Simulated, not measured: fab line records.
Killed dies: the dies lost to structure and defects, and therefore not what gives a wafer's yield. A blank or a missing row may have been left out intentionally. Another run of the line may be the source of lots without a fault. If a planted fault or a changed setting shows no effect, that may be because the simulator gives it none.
The tool behind it: which one?	flow nand-harc	Sampling: 24 lots, 72 wafers, 6 of 1302 route steps

WHAT THE GAUGES READ, wafer by wafer
No reading from a measuring or inspecting step in the record can be judged against a usual standard deviation.

TOOL THAT RAN EACH LOT (tool first, then ch and the chambers of the sampled wafers, then the start)
lot	NHARC_A_STAIRCASE_TRIM_229	NHARC_A_STAIRCASE_HM_DEP_456	NHARC_A_STAIRCASE_HM_DEP_462	NHARC_A_STAIRCASE_STRIP_316	NHARC_A_STAIRCASE_ALD_415	NHARC_A_STAIRCASE_ETCHBACK_416
L074	rie-diel-03 ch 0,1, day 16 02:40	acl-dep-02 ch 0, day 16 09:40	acl-dep-01 ch 0, day 17 04:26	rie-diel-03 ch 2,3, day 17 08:47 or earlier	ald-hk-02 ch 0,1,3, day 17 08:47	rie-diel-03 ch 1,2, no start
L075	rie-diel-03 ch 0,3, day 17 02:52	acl-dep-01 ch 0, day 17 07:53	acl-dep-02 ch 0, day 17 21:50	rie-diel-07 ch 0,2, day 18 01:58 or earlier	ald-hk-01 ch 0,1,2, day 18 01:58	rie-diel-03 ch 0,2, no start
L076	rie-diel-07 ch 0,3, day 17 06:21	acl-dep-01 ch 0, day 17 11:01	acl-dep-03 ch 0, day 18 01:22	rie-diel-07 ch 0,2,3, day 18 06:25 or earlier	ald-hk-01 ch 0,1,2, day 18 06:25	rie-diel-01 ch 0,1,3, no start
L077	rie-diel-03 ch 1,2, day 17 11:59	acl-dep-02 ch 0, day 17 16:20	acl-dep-03 ch 0, day 18 05:07	rie-diel-01 ch 0,3, day 18 09:29 or earlier	ald-hk-03 ch 0,3, day 18 09:29	rie-diel-07 ch 0,1, no start
L079	rie-diel-07 ch 1,2,3, day 17 21:20	acl-dep-02 ch 0, day 18 01:14	acl-dep-01 ch 0, day 18 14:54	rie-diel-01 ch 0,1,3, day 18 19:11 or earlier	ald-hk-02 ch 0,1,2, day 18 19:11	rie-diel-01 ch 2,3, no start
L078	rie-diel-01 ch 0,2,3, day 17 21:50	acl-dep-02 ch 0, day 18 03:23	acl-dep-01 ch 0, day 18 17:41	rie-diel-03 ch 0,1,2, day 18 21:46 or earlier	ald-hk-03 ch 1,3, day 18 21:46	rie-diel-01 ch 0,1,3, no start
L080	rie-diel-03 ch 1,2,3, day 18 03:08	acl-dep-01 ch 0, day 18 06:41	acl-dep-03 ch 0, day 18 20:17	rie-diel-03 ch 0,1,2, day 19 01:16 or earlier	ald-hk-02 ch 0,1,2, day 19 01:16	rie-diel-03 ch 0,1,2, no start
L082	rie-diel-03 ch 0,1,3, day 19 00:07	acl-dep-03 ch 0, day 19 07:34	acl-dep-02 ch 0, day 19 23:50	rie-diel-07 ch 1,3, day 20 04:44 or earlier	ald-hk-03 ch 0,1,3, day 20 04:44	rie-diel-01 ch 1,3, no start
L081	rie-diel-03 ch 2,3, day 19 01:03	acl-dep-03 ch 0, day 19 08:46	acl-dep-01 ch 0, day 19 23:43	rie-diel-07 ch 1,3, day 20 06:03 or earlier	ald-hk-02 ch 0,1, day 20 06:03	rie-diel-01 ch 0,1,2, no start
L084	rie-diel-01 ch 1,2,3, day 20 07:43	acl-dep-01 ch 0, day 20 14:59	acl-dep-01 ch 0, day 21 05:19	rie-diel-07 ch 0,2,3, day 21 09:36 or earlier	ald-hk-01 ch 0,1, day 21 09:36	rie-diel-01 ch 2,3, no start
L083	rie-diel-07 ch 0,2, day 20 08:52	acl-dep-03 ch 0, day 20 20:55	acl-dep-01 ch 0, day 21 14:56	rie-diel-01 ch 0,1,2, day 21 19:27 or earlier	ald-hk-03 ch 0,3, day 21 19:27	rie-diel-07 ch 0,3, no start
L085	rie-diel-01 ch 0,1,2, day 20 13:14	acl-dep-03 ch 0, day 20 16:55	acl-dep-01 ch 0, day 21 07:09	rie-diel-07 ch 2,3, day 21 12:08 or earlier	ald-hk-02 ch 0,1, day 21 12:08	rie-diel-03 ch 0,1,2, no start
L086	rie-diel-01 ch 0,1,2, day 21 02:30	acl-dep-01 ch 0, day 21 12:28	acl-dep-03 ch 0, day 21 23:20	rie-diel-03 ch 0,1,2, day 22 04:19 or earlier	ald-hk-01 ch 0,1,3, day 22 04:19	rie-diel-07 ch 1,2,3, no start
L087	rie-diel-03 ch 1,2, day 21 10:51	acl-dep-03 ch 0, day 21 18:08	acl-dep-02 ch 0, day 22 09:49	rie-diel-01 ch 1,2, day 22 15:17 or earlier	ald-hk-03 ch 0,1,2, day 22 15:17	rie-diel-07 ch 0,2,3, no start
L088	rie-diel-07 ch 1,3, day 22 04:05	acl-dep-01 ch 0, day 22 11:50	acl-dep-03 ch 0, day 23 04:31	rie-diel-03 ch 0,3, day 23 08:50 or earlier	ald-hk-03 ch 0,1,2, day 23 08:50	rie-diel-03 ch 0,2,3, no start
L089	rie-diel-03 ch 0,1, day 22 04:22	acl-dep-03 ch 0, day 22 12:41	acl-dep-01 ch 0, day 23 07:08	rie-diel-07 ch 1,2,3, day 23 11:50 or earlier	ald-hk-03 ch 1,2, day 23 11:50	rie-diel-07 ch 0,1,3, no start
L091	rie-diel-03 ch 0,1,2, day 22 14:14	acl-dep-03 ch 0, day 22 21:37	acl-dep-02 ch 0, day 23 11:58	rie-diel-07 ch 0,2,3, day 23 16:59 or earlier	ald-hk-03 ch 0,1,2, day 23 16:59	rie-diel-03 ch 0,2,3, no start
L090	rie-diel-07 ch 0,1, day 22 14:29	acl-dep-02 ch 0, day 22 23:04	acl-dep-02 ch 0, day 23 15:55	rie-diel-07 ch 1,2,3, day 23 19:57 or earlier	ald-hk-03 ch 0,3, day 23 19:57	rie-diel-01 ch 0,1,3, no start
L092	rie-diel-03 ch 1,2, day 23 16:38	acl-dep-03 ch 0, day 23 20:27	acl-dep-02 ch 0, day 24 12:51	rie-diel-07 ch 0,2,3, day 24 18:13 or earlier	ald-hk-02 ch 0,3, day 24 18:13	rie-diel-03 ch 0,2,3, no start
L094	rie-diel-01 ch 0,1,2, day 23 22:52	acl-dep-02 ch 0, day 24 02:20	acl-dep-01 ch 0, day 24 17:09	rie-diel-07 ch 0,2,3, day 24 21:52 or earlier	ald-hk-02 ch 0,2,3, day 24 21:52	rie-diel-03 ch 0,1,2, no start
L093	rie-diel-07 ch 1,2, day 23 23:34	acl-dep-03 ch 0, day 24 08:17	acl-dep-02 ch 0, day 24 20:42	rie-diel-07 ch 0,2,3, day 25 01:11 or earlier	ald-hk-02 ch 0,1,3, day 25 01:11	rie-diel-01 ch 0,1,2, no start
L095	rie-diel-01 ch 1,3, day 24 19:54	acl-dep-02 ch 0, day 24 23:28	acl-dep-01 ch 0, day 25 12:22	rie-diel-07 ch 1,2, day 25 17:32 or earlier	ald-hk-01 ch 0,1,3, day 25 17:32	rie-diel-03 ch 1,2,3, no start
L096	rie-diel-07 ch 1,2,3, day 25 08:05	acl-dep-02 ch 0, day 25 12:24	acl-dep-01 ch 0, day 26 03:31	rie-diel-01 ch 0,1,2, day 26 07:57 or earlier	ald-hk-03 ch 2,3, day 26 07:57	rie-diel-07 ch 0,3, no start
L097	rie-diel-07 ch 1,2, day 25 08:52	acl-dep-03 ch 0, day 25 13:08	acl-dep-02 ch 0, day 26 06:06	rie-diel-01 ch 0,1, day 26 10:31 or earlier	ald-hk-01 ch 0,2,3, day 26 10:31	rie-diel-07 ch 1,2,3, day 26 13:59
- NHARC_A_STAIRCASE_TRIM_229: chemistry O2, time 211.2 s.
- NHARC_A_STAIRCASE_HM_DEP_456: deposits aC, target thk 3100 nm.
- NHARC_A_STAIRCASE_HM_DEP_462: deposits aC, target thk 800 nm.
- NHARC_A_STAIRCASE_STRIP_316: strips in O2.
- NHARC_A_STAIRCASE_ALD_415: deposits SiO2, target thk 30 nm, pulse time 6 s, ald cycles 300.
- NHARC_A_STAIRCASE_ETCHBACK_416: etches the open film in C4F8/O2/Ar, target depth 36 nm, time 7.2 s.

AS READ BY THE TOOLS THEMSELVES (means over the sampled wafers that have a number; for cases with no such wafer, the mark the record gives instead)
NHARC_A_STAIRCASE_TRIM_229. Usual: drypump-motor-current-A 6.0 A, standard deviation 0.33; oes-product-au 0.999 a.u., standard deviation 0.011; rf-vpp-V 57.9 V, standard deviation 0.82; showerhead-plenum-p-Torr 3.52 Torr, standard deviation 0.12; throttle-valve-pct 17.035 %, standard deviation 0.0095.
lot	tool	drypump-motor-current-A (A)	oes-product-au (a.u.)	rf-vpp-V (V)	showerhead-plenum-p-Torr (Torr)	throttle-valve-pct (%)	flag
L074	rie-diel-03	6.2	1.004	57.8	3.48	17.030	
L075	rie-diel-03	6.2	1.003	58.4	3.61	17.037	
L076	rie-diel-07	5.6	1.006	57.4	3.61	17.033	
L077	rie-diel-03	6.1	0.995	58.5	3.64	17.036	
L079	rie-diel-07	5.9	0.994	57.8	3.49	17.033	
L078	rie-diel-01	6.1	0.981	58.0	3.50	17.040	
L080	rie-diel-03	6.2	0.996	58.3	3.62	17.035	
L082	rie-diel-03	6.2	1.008	58.8	3.54	17.042	
L081	rie-diel-03	6.1	0.994	57.9	3.70	17.038	
L084	rie-diel-01	6.3	1.002	57.6	3.46	17.037	
L083	rie-diel-07	5.5	1.004	56.9	3.37	17.032	
L085	rie-diel-01	6.1	0.995	58.2	3.45	17.039	
L086	rie-diel-01	6.1	1.009	57.7	3.45	17.038	
L087	rie-diel-03	6.2	0.995	57.5	3.54	17.038	
L088	rie-diel-07	5.9	1.006	58.6	3.58	17.030	
L089	rie-diel-03	6.2	0.996	57.3	3.46	17.042	
L091	rie-diel-03	6.1	1.005	57.8	3.54	17.025	
L090	rie-diel-07	5.4	0.992	57.6	3.47	17.037	
L092	rie-diel-03	6.2	0.978	57.8	3.53	17.032	
L094	rie-diel-01	6.1	0.998	57.4	3.43	17.044	
L093	rie-diel-07	5.8	0.994	57.9	3.36	17.038	
L095	rie-diel-01	6.5	1.010	57.8	3.48	17.037	
L096	rie-diel-07	5.9	0.996	58.2	3.46	17.027	
L097	rie-diel-07	5.8	1.008	57.5	3.36	17.027	

NHARC_A_STAIRCASE_HM_DEP_456. Usual: throttle-valve-pct reads 35.000 % (standard deviation 0.0079).
lot	tool	throttle-valve-pct (%)	flag
L074	acl-dep-02	35.000	
L075	acl-dep-01	34.999	
L076	acl-dep-01	35.001	
L077	acl-dep-02	35.001	
L079	acl-dep-02	35.003	
L078	acl-dep-02	35.007	
L080	acl-dep-01	35.006	
L082	acl-dep-03	34.994	
L081	acl-dep-03	35.003	
L084	acl-dep-01	35.002	
L083	acl-dep-03	35.000	
L085	acl-dep-03	35.006	
L086	acl-dep-01	35.001	
L087	acl-dep-03	35.000	
L088	acl-dep-01	34.997	
L089	acl-dep-03	34.993	
L091	acl-dep-03	35.003	
L090	acl-dep-02	35.005	
L092	acl-dep-03	35.002	
L094	acl-dep-02	35.005	
L093	acl-dep-03	34.995	
L095	acl-dep-02	34.995	
L096	acl-dep-02	34.995	
L097	acl-dep-03	34.991	

NHARC_A_STAIRCASE_HM_DEP_462. Usual: throttle-valve-pct reads 35.001 % (standard deviation 0.0086).
lot	tool	throttle-valve-pct (%)	flag
L074	acl-dep-01	35.006	
L075	acl-dep-02	35.004	
L076	acl-dep-03	35.004	
L077	acl-dep-03	35.004	
L079	acl-dep-01	34.999	
L078	acl-dep-01	35.007	
L080	acl-dep-03	35.005	
L082	acl-dep-02	34.997	
L081	acl-dep-01	35.005	
L084	acl-dep-01	34.996	
L083	acl-dep-01	35.002	
L085	acl-dep-01	34.999	
L086	acl-dep-03	35.003	
L087	acl-dep-02	34.988	
L088	acl-dep-03	35.006	
L089	acl-dep-01	35.003	
L091	acl-dep-02	35.001	
L090	acl-dep-02	34.992	
L092	acl-dep-02	34.998	
L094	acl-dep-01	35.003	
L093	acl-dep-02	34.994	
L095	acl-dep-01	35.006	
L096	acl-dep-01	34.996	
L097	acl-dep-02	35.005	

NHARC_A_STAIRCASE_STRIP_316. Usual: drypump-motor-current-A 5.9 A, standard deviation 0.36; oes-product-au 0.998 a.u., standard deviation 0.0093; rf-vpp-V 57.8 V, standard deviation 0.74; showerhead-plenum-p-Torr 3.49 Torr, standard deviation 0.12; throttle-valve-pct 17.036 %, standard deviation 0.0096.
lot	tool	drypump-motor-current-A (A)	oes-product-au (a.u.)	rf-vpp-V (V)	showerhead-plenum-p-Torr (Torr)	throttle-valve-pct (%)	flag
L074	rie-diel-03	6.1	0.995	57.5	3.69	17.045	
L075	rie-diel-07	5.3	0.998	58.1	3.44	17.033	
L076	rie-diel-07	5.5	1.006	57.7	3.49	17.036	
L077	rie-diel-01	6.0	0.995	57.2	3.53	17.031	
L079	rie-diel-01	6.2	0.990	58.2	3.50	17.039	
L078	rie-diel-03	6.1	0.990	57.9	3.56	17.048	
L080	rie-diel-03	6.1	0.997	57.7	3.55	17.043	
L082	rie-diel-07	5.9	1.000	57.4	3.59	17.039	
L081	rie-diel-07	5.9	1.006	58.5	3.59	17.038	
L084	rie-diel-07	5.6	0.999	57.6	3.48	17.033	
L083	rie-diel-01	6.1	0.997	57.3	3.45	17.030	
L085	rie-diel-07	5.8	0.999	58.1	3.42	17.038	
L086	rie-diel-03	6.2	0.993	57.3	3.54	17.041	
L087	rie-diel-01	6.3	0.997	58.4	3.41	17.042	
L088	rie-diel-03	6.1	0.998	58.0	3.53	17.042	
L089	rie-diel-07	5.9	1.001	58.3	3.47	17.043	
L091	rie-diel-07	5.6	0.994	57.3	3.46	17.032	
L090	rie-diel-07	5.9	1.005	57.9	3.47	17.032	
L092	rie-diel-07	5.5	0.996	57.3	3.46	17.045	
L094	rie-diel-07	5.6	0.998	57.4	3.46	17.024	
L093	rie-diel-07	5.6	1.003	57.9	3.46	17.043	
L095	rie-diel-07	5.9	0.993	58.0	3.41	17.037	
L096	rie-diel-01	6.1	1.007	57.6	3.43	17.034	
L097	rie-diel-01	6.2	1.005	57.9	3.44	17.035	

NHARC_A_STAIRCASE_ALD_415. Usual: heater-power-w 425 W, standard deviation 41; precursor-pulse-height-rel 1.001, standard deviation 0.019.
lot	tool	heater-power-w (W)	precursor-pulse-height-rel	flag
L074	ald-hk-02	404	1.016	
L075	ald-hk-01	455	0.992	
L076	ald-hk-01	464	1.005	
L077	ald-hk-03	426	0.990	
L079	ald-hk-02	412	1.018	
L078	ald-hk-03	451	0.998	
L080	ald-hk-02	413	1.009	
L082	ald-hk-03	441	1.022	
L081	ald-hk-02	394	1.006	
L084	ald-hk-01	481	0.996	
L083	ald-hk-03	450	0.997	
L085	ald-hk-02	420	0.996	
L086	ald-hk-01	442	1.003	
L087	ald-hk-03	415	1.005	
L088	ald-hk-03	405	1.014	
L089	ald-hk-03	400	1.016	
L091	ald-hk-03	402	0.976	
L090	ald-hk-03	425	0.993	
L092	ald-hk-02	396	0.986	
L094	ald-hk-02	412	0.997	
L093	ald-hk-02	401	1.000	
L095	ald-hk-01	450	1.008	
L096	ald-hk-03	392	0.988	
L097	ald-hk-01	443	0.987	

NHARC_A_STAIRCASE_ETCHBACK_416. Usual: oes-product-au 0.935 a.u., standard deviation 0.028; rf-fwd-power-W 586.1 W, standard deviation 2.7; rf-vpp-V 723 V, standard deviation 3.2.
lot	tool	oes-product-au (a.u.)	rf-fwd-power-W (W)	rf-vpp-V (V)	flag
L074	rie-diel-03	0.925	587.7	724	
L075	rie-diel-03	0.937	586.8	724	
L076	rie-diel-01	0.998	582.7	722	
L077	rie-diel-07	0.918	583.4	723	
L079	rie-diel-01	0.923	586.2	723	
L078	rie-diel-01	0.919	584.5	722	
L080	rie-diel-03	0.916	587.4	725	
L082	rie-diel-01	0.926	585.8	722	
L081	rie-diel-01	0.932	584.7	722	
L084	rie-diel-01	0.923	584.9	722	
L083	rie-diel-07	0.998	585.8	724	
L085	rie-diel-03	0.924	587.2	724	
L086	rie-diel-07	0.923	587.3	721	
L087	rie-diel-07	0.925	588.5	721	
L088	rie-diel-03	0.933	586.0	725	
L089	rie-diel-07	0.927	588.2	723	
L091	rie-diel-03	0.929	586.7	725	
L090	rie-diel-01	0.925	583.7	722	
L092	rie-diel-03	0.925	585.3	726	
L094	rie-diel-03	0.934	585.7	723	
L093	rie-diel-01	1.009	584.8	720	
L095	rie-diel-03	0.916	588.0	726	
L096	rie-diel-07	0.934	589.5	724	
L097	rie-diel-07	0.927	587.4	720	

THE ANSWER, worked out from the rows above alone
Rule: take the mean of a lot's wafers that have a number; if it is more than 3 standard deviations from the usual mean, the lot is off. Also off: a lot with no number at a reading for which 4 or more lots have one. Where the step has rows for the other lots, those lots are counted as sound. First the gauges in route order, then the tools' own readings, where a lot's mean is used as printed above. At the first step where some lot is off, the reading lying furthest off is the one used; lots without a number count as furthest.
Nothing can be told from this: no lot is off at any reading shown.

WHAT WAS PUT IN BY THE SIMULATOR
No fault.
